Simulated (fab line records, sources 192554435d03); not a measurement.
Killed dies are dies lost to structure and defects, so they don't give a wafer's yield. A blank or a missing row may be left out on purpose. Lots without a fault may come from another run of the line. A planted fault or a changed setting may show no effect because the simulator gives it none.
Which tool did it? | flow n5_finfet | 24 lots, 72 wafers sampled, at 6 steps of a route of 1938

WHAT THE GAUGES READ, wafer by wafer
N5_BEOL_M12_INSPECT_30: inspects for defects (macro).
lot  | measured     | on                | raw_defect_count
L075 | day 16 07:28 | defect_inspect-01 | 3 2 4
L078 | day 16 14:51 | defect_inspect-02 | 2 3 1
L077 | day 17 14:54 | defect_inspect-01 | 1 3 3
L079 | day 18 13:01 | defect_inspect-01 | 1 1 3
L074 | day 18 15:02 | defect_inspect-01 | 2 3 5
L080 | day 18 21:55 | defect_inspect-01 | 3 1 4
L084 | day 18 22:19 | defect_inspect-01 | 3 0 1
L076 | day 19 21:13 | defect_inspect-02 | 1 1 4
L081 | day 20 09:59 | defect_inspect-01 | 2 4 1
L083 | day 20 10:25 | defect_inspect-02 | 2 1 0
L082 | day 20 13:46 | defect_inspect-02 | 5 2 3
L085 | day 20 16:12 | defect_inspect-02 | 3 1 2
L087 | day 20 22:08 | defect_inspect-01 | 7 0 2
L091 | day 20 23:37 | defect_inspect-02 | 2 1 0
L086 | day 20 23:38 | defect_inspect-01 | 2 4 2
L090 | day 20 23:41 | defect_inspect-02 | 1 2 3
L088 | day 21 01:19 | defect_inspect-02 | 3 0 2
L089 | day 21 06:25 | defect_inspect-01 | 3 0 3
L092 | day 21 22:41 | defect_inspect-01 | 2 2 2
L093 | day 21 23:23 | defect_inspect-02 | 4 1 2
L095 | day 22 01:01 | defect_inspect-02 | 2 4 6
L094 | day 22 19:46 | defect_inspect-01 | 2 0 1
L096 | day 23 04:08 | defect_inspect-01 | 1 1 1
L097 | day 23 05:24 | defect_inspect-01 | 2 3 2

N5_BEOL_M13_CD_MEAS_17: target cd 190 nm.
lot  | measured     | on        | cd_nm (nm)
L075 | day 16 13:11 | cd_sem-02 | 191.7 190.5 192.6
L078 | day 16 19:37 | cd_sem-01 | 189.7 189.0 189.5
L077 | day 17 21:55 | cd_sem-03 | 191.0 193.0 189.7
L079 | day 18 20:53 | cd_sem-03 | 190.8 189.8 191.9
L074 | day 18 21:10 | cd_sem-01 | 191.0 189.3 190.4
L080 | day 19 05:29 | cd_sem-01 | 189.9 190.3 189.3
L084 | day 19 07:44 | cd_sem-03 | 188.5 189.1 191.1
L076 | day 20 03:20 | cd_sem-03 | 190.6 188.9 188.0
L081 | day 20 19:50 | cd_sem-03 | 189.1 190.2 189.6
L083 | day 20 20:35 | cd_sem-01 | 189.0 187.4 188.2
L082 | day 20 21:23 | cd_sem-02 | 188.4 186.6 188.7
L085 | day 20 22:12 | cd_sem-03 | 190.3 188.3 188.2
L087 | day 21 06:43 | cd_sem-02 | 188.5 187.7 186.2
L091 | day 21 05:13 | cd_sem-03 | 188.5 188.9 187.4
L086 | day 21 06:11 | cd_sem-03 | 190.2 190.0 188.6
L090 | day 21 07:41 | cd_sem-02 | 188.7 189.2 189.2
L088 | day 21 08:02 | cd_sem-03 | 191.0 192.0 190.9
L089 | day 21 18:36 | cd_sem-02 | 188.9 188.3 187.4
L092 | day 22 03:13 | cd_sem-03 | 186.1 188.7 188.1
L093 | day 22 10:25 | cd_sem-03 | 189.6 190.4 188.6
L095 | day 22 11:49 | cd_sem-01 | 189.2 189.5 191.2
L094 | day 23 05:14 | cd_sem-03 | 188.2 190.5 188.7
L096 | day 23 10:09 | cd_sem-01 | 184.6 187.6 187.6
L097 | day 23 14:39 | cd_sem-01 | 186.8 186.9 187.5

WHICH TOOL RAN EACH LOT (tool, then ch and the chambers of the sampled wafers, then the start)
lot  | N5_BEOL_M12_STRIP_37                 | N5_BEOL_M12_DEGAS_41         | N5_BEOL_M12_SPUTTER_44       | N5_BEOL_M12_DEP_53
L075 | plasma_asher-01 ch 0,1, day 16 08:03 | pvd_sputter-01, day 16 10:26 | pvd_sputter-01, day 16 10:35 | pecvd-01 ch 1,2, day 16 11:35
L078 | plasma_asher-01 ch 0,1, day 16 15:26 | pvd_sputter-01, day 16 17:01 | pvd_sputter-01, day 16 17:11 | pecvd-02 ch 0,2, day 16 18:11
L077 | plasma_asher-01 ch 0,1, day 17 15:29 | pvd_sputter-02, day 17 19:29 | pvd_sputter-02, day 17 19:39 | pecvd-01 ch 0,2, day 17 20:39
L079 | plasma_asher-02 ch 0,1, day 18 13:41 | pvd_sputter-01, day 18 18:25 | pvd_sputter-01, day 18 18:34 | pecvd-02 ch 0,1,2, day 18 19:34
L074 | plasma_asher-02 ch 0,1, day 18 15:38 | pvd_sputter-02, day 18 18:31 | pvd_sputter-02, day 18 18:41 | pecvd-04 ch 0,1, day 18 19:50
L080 | plasma_asher-01 ch 0,1, day 18 22:31 | pvd_sputter-02, day 19 03:07 | pvd_sputter-02, day 19 03:17 | pecvd-01 ch 0,2, day 19 04:17
L084 | plasma_asher-01 ch 0,1, day 18 23:06 | pvd_sputter-01, day 19 05:11 | pvd_sputter-01, day 19 05:20 | pecvd-04 ch 0,1,2, day 19 06:21
L076 | plasma_asher-01 ch 0,1, day 19 21:56 | pvd_sputter-01, day 20 00:45 | pvd_sputter-01, day 20 00:55 | pecvd-01 ch 0,1, day 20 01:54
L081 | plasma_asher-02 ch 1, day 20 10:34   | pvd_sputter-01, day 20 17:11 | pvd_sputter-01, day 20 17:20 | pecvd-01 ch 0,2, day 20 18:21
L083 | plasma_asher-02 ch 0,1, day 20 11:13 | pvd_sputter-01, day 20 18:13 | pvd_sputter-01, day 20 18:23 | pecvd-01 ch 0,1,2, day 20 19:23
L082 | plasma_asher-02 ch 0,1, day 20 14:21 | pvd_sputter-01, day 20 18:42 | pvd_sputter-01, day 20 18:52 | pecvd-02 ch 0,1, day 20 20:11
L085 | plasma_asher-02 ch 0,1, day 20 16:47 | pvd_sputter-03, day 20 19:29 | pvd_sputter-03, day 20 19:38 | pecvd-02 ch 0,1,2, day 20 21:00
L087 | plasma_asher-01 ch 0,1, day 20 23:00 | pvd_sputter-01, day 21 03:41 | pvd_sputter-01, day 21 03:50 | pecvd-04 ch 1,2, day 21 05:30
L091 | plasma_asher-02 ch 0,1, day 21 00:12 | pvd_sputter-01, day 21 01:52 | pvd_sputter-01, day 21 02:01 | pecvd-01 ch 0, day 21 03:57
L086 | plasma_asher-01 ch 0,1, day 21 00:14 | pvd_sputter-03, day 21 03:00 | pvd_sputter-03, day 21 03:10 | pecvd-01 ch 0,2, day 21 04:50
L090 | plasma_asher-02 ch 0,1, day 21 00:16 | pvd_sputter-01, day 21 04:11 | pvd_sputter-01, day 21 04:20 | pecvd-01 ch 1,2, day 21 06:16
L088 | plasma_asher-02 ch 0,1, day 21 02:04 | pvd_sputter-03, day 21 04:13 | pvd_sputter-03, day 21 04:23 | pecvd-02 ch 0,2, day 21 06:25
L089 | plasma_asher-02 ch 0,1, day 21 07:01 | pvd_sputter-02, day 21 14:43 | pvd_sputter-02, day 21 14:52 | pecvd-02 ch 0,2, day 21 17:07
L092 | plasma_asher-02 ch 0,1, day 21 23:23 | pvd_sputter-01, day 22 00:22 | pvd_sputter-01, day 22 00:32 | pecvd-04 ch 0,1, day 22 01:53
L093 | plasma_asher-02 ch 0,1, day 22 00:16 | pvd_sputter-03, day 22 07:49 | pvd_sputter-03, day 22 07:58 | pecvd-04 ch 0,1,2, day 22 08:58
L095 | plasma_asher-01 ch 0,1, day 22 01:52 | pvd_sputter-03, day 22 08:50 | pvd_sputter-03, day 22 08:59 | pecvd-02 ch 0,1,2, day 22 10:28
L094 | plasma_asher-02 ch 0,1, day 22 20:24 | pvd_sputter-02, day 23 02:36 | pvd_sputter-02, day 23 02:46 | pecvd-04 ch 0,1, day 23 04:02
L096 | plasma_asher-02 ch 0,1, day 23 04:44 | pvd_sputter-02, day 23 07:24 | pvd_sputter-02, day 23 07:34 | pecvd-01 ch 0,2, day 23 08:49
L097 | plasma_asher-02 ch 0,1, day 23 06:02 | pvd_sputter-02, day 23 12:18 | pvd_sputter-02, day 23 12:28 | pecvd-01 ch 0,1, day 23 13:27
- N5_BEOL_M12_STRIP_37: strips in N2/H2.
- N5_BEOL_M12_DEGAS_41: time 60 s.
- N5_BEOL_M12_SPUTTER_44: material Ta, target thk 10 nm, time 16.13 s.
- N5_BEOL_M12_DEP_53: deposits SiCN from 3MS/NH3, target thk 30 nm, time 10.5 s.

WHAT THE TOOLS THEMSELVES READ (means of the sampled wafers that have a number; where no wafer has one, the mark that the record gives instead)
N5_BEOL_M12_STRIP_37.
lot  | tool            | drypump_motor_current_A (A) | heater_power_w (W) | oes_product_au (a.u.)
L075 | plasma_asher-01 | 6.0                         | 337                | 0.794
L078 | plasma_asher-01 | 6.1                         | 337                | 0.804
L077 | plasma_asher-01 | 6.1                         | 339                | 0.788
L079 | plasma_asher-02 | 5.5                         | 380                | 0.789
L074 | plasma_asher-02 | 5.7                         | 366                | 0.788
L080 | plasma_asher-01 | 6.0                         | 344                | 0.790
L084 | plasma_asher-01 | 6.1                         | 338                | 0.797
L076 | plasma_asher-01 | 6.0                         | 341                | 0.781
L081 | plasma_asher-02 | 5.9                         | 365                | 0.785
L083 | plasma_asher-02 | 5.5                         | 382                | 0.798
L082 | plasma_asher-02 | 5.5                         | 385                | 0.801
L085 | plasma_asher-02 | 5.5                         | 382                | 0.797
L087 | plasma_asher-01 | 6.1                         | 345                | 0.792
L091 | plasma_asher-02 | 5.5                         | 392                | 0.793
L086 | plasma_asher-01 | 6.0                         | 345                | 0.799
L090 | plasma_asher-02 | 5.7                         | 374                | 0.780
L088 | plasma_asher-02 | 5.5                         | 387                | 0.785
L089 | plasma_asher-02 | 5.5                         | 383                | 0.785
L092 | plasma_asher-02 | 5.4                         | 384                | 0.797
L093 | plasma_asher-02 | 5.5                         | 385                | 0.787
L095 | plasma_asher-01 | 6.0                         | 338                | 0.787
L094 | plasma_asher-02 | 5.5                         | 367                | 0.789
L096 | plasma_asher-02 | 5.7                         | 360                | 0.773
L097 | plasma_asher-02 | 5.5                         | 368                | 0.796

N5_BEOL_M12_DEGAS_41.
lot  | tool           | heater_power_w (W) | susceptor_temp_C (C)
L075 | pvd_sputter-01 | 354                | 250.07
L078 | pvd_sputter-01 | 298                | 250.12
L077 | pvd_sputter-02 | 343                | 249.90
L079 | pvd_sputter-01 | 332                | 250.26
L074 | pvd_sputter-02 | 353                | 250.03
L080 | pvd_sputter-02 | 326                | 249.98
L084 | pvd_sputter-01 | 329                | 249.93
L076 | pvd_sputter-01 | 349                | 249.74
L081 | pvd_sputter-01 | 324                | 250.11
L083 | pvd_sputter-01 | 334                | 249.96
L082 | pvd_sputter-01 | 344                | 249.76
L085 | pvd_sputter-03 | 337                | 249.89
L087 | pvd_sputter-01 | 334                | 249.96
L091 | pvd_sputter-01 | 366                | 249.97
L086 | pvd_sputter-03 | 325                | 250.02
L090 | pvd_sputter-01 | 350                | 249.90
L088 | pvd_sputter-03 | 345                | 250.16
L089 | pvd_sputter-02 | 356                | 249.92
L092 | pvd_sputter-01 | 353                | 249.99
L093 | pvd_sputter-03 | 344                | 249.99
L095 | pvd_sputter-03 | 322                | 249.97
L094 | pvd_sputter-02 | 326                | 249.96
L096 | pvd_sputter-02 | 333                | 250.10
L097 | pvd_sputter-02 | 349                | 250.01

N5_BEOL_M12_SPUTTER_44.
lot  | tool           | substrate_temp_c (C) | susceptor_temp_C (C) | throttle_valve_pct (%)
L075 | pvd_sputter-01 | 49.98                | 50.08                | 28.7
L078 | pvd_sputter-01 | 49.88                | 50.01                | 29.6
L077 | pvd_sputter-02 | 49.88                | 49.92                | 30.5
L079 | pvd_sputter-01 | 49.97                | 49.99                | 29.1
L074 | pvd_sputter-02 | 50.03                | 49.89                | 30.9
L080 | pvd_sputter-02 | 49.94                | 49.95                | 30.3
L084 | pvd_sputter-01 | 49.96                | 49.98                | 29.2
L076 | pvd_sputter-01 | 49.95                | 49.93                | 28.2
L081 | pvd_sputter-01 | 50.08                | 50.05                | 29.0
L083 | pvd_sputter-01 | 50.07                | 50.08                | 29.0
L082 | pvd_sputter-01 | 49.98                | 49.95                | 28.8
L085 | pvd_sputter-03 | 50.01                | 50.04                | 30.1
L087 | pvd_sputter-01 | 49.87                | 50.04                | 29.1
L091 | pvd_sputter-01 | 50.04                | 49.97                | 28.7
L086 | pvd_sputter-03 | 50.05                | 50.09                | 30.0
L090 | pvd_sputter-01 | 49.96                | 49.93                | 28.7
L088 | pvd_sputter-03 | 49.97                | 50.09                | 30.2
L089 | pvd_sputter-02 | 50.15                | 49.90                | 31.0
L092 | pvd_sputter-01 | 49.92                | 50.05                | 28.2
L093 | pvd_sputter-03 | 49.99                | 50.02                | 30.3
L095 | pvd_sputter-03 | 49.92                | 50.05                | 29.8
L094 | pvd_sputter-02 | 49.96                | 50.05                | 30.2
L096 | pvd_sputter-02 | 49.89                | 50.10                | 30.7
L097 | pvd_sputter-02 | 49.99                | 50.05                | 30.9

N5_BEOL_M12_DEP_53.
lot  | tool     | showerhead_plenum_p_Torr (Torr) | throttle_valve_pct (%)
L075 | pecvd-01 | 4.186                           | 17.1
L078 | pecvd-02 | 4.140                           | 18.1
L077 | pecvd-01 | 4.170                           | 17.5
L079 | pecvd-02 | 4.155                           | 17.5
L074 | pecvd-04 | 4.170                           | 17.1
L080 | pecvd-01 | 4.166                           | 17.6
L084 | pecvd-04 | 4.160                           | 17.4
L076 | pecvd-01 | 4.189                           | 17.3
L081 | pecvd-01 | 4.175                           | 17.9
L083 | pecvd-01 | 4.186                           | 17.3
L082 | pecvd-02 | 4.173                           | 17.2
L085 | pecvd-02 | 4.159                           | 17.7
L087 | pecvd-04 | 4.164                           | 17.8
L091 | pecvd-01 | 4.171                           | 18.5
L086 | pecvd-01 | 4.175                           | 17.9
L090 | pecvd-01 | 4.190                           | 17.0
L088 | pecvd-02 | 4.165                           | 18.4
L089 | pecvd-02 | 4.143                           | 18.4
L092 | pecvd-04 | 4.172                           | 17.2
L093 | pecvd-04 | 4.159                           | 17.5
L095 | pecvd-02 | 4.158                           | 17.6
L094 | pecvd-04 | 4.170                           | 17.1
L096 | pecvd-01 | 4.168                           | 17.7
L097 | pecvd-01 | 4.183                           | 18.2

THE ANSWER, worked out from the rows above alone
Rule: what is usual is taken from the lots themselves. Put in order of their means at a reading, lots are off if they are a third of the lots or fewer, leave a main group of 4 or more, and stand apart from it by a gap of 3 or more times the standard deviation of the main group's means; of several such gaps the widest counts. A main group whose means are all the same, to the digits that the tables above print for the reading, isn't used. A lot without any number at a reading at which 4 lots or more have one is off too. The other lots that the step has rows for count as sound. The gauges are gone through in route order, then the tools' own readings, and for those a lot's mean is taken as printed above. The first step at which some lot is off is used, and at that step the reading that is off furthest; a lot without a number counts as furthest.
No lot is off at any reading shown: from this, nothing can be told.

WHAT THE SIMULATOR HAD PUT IN
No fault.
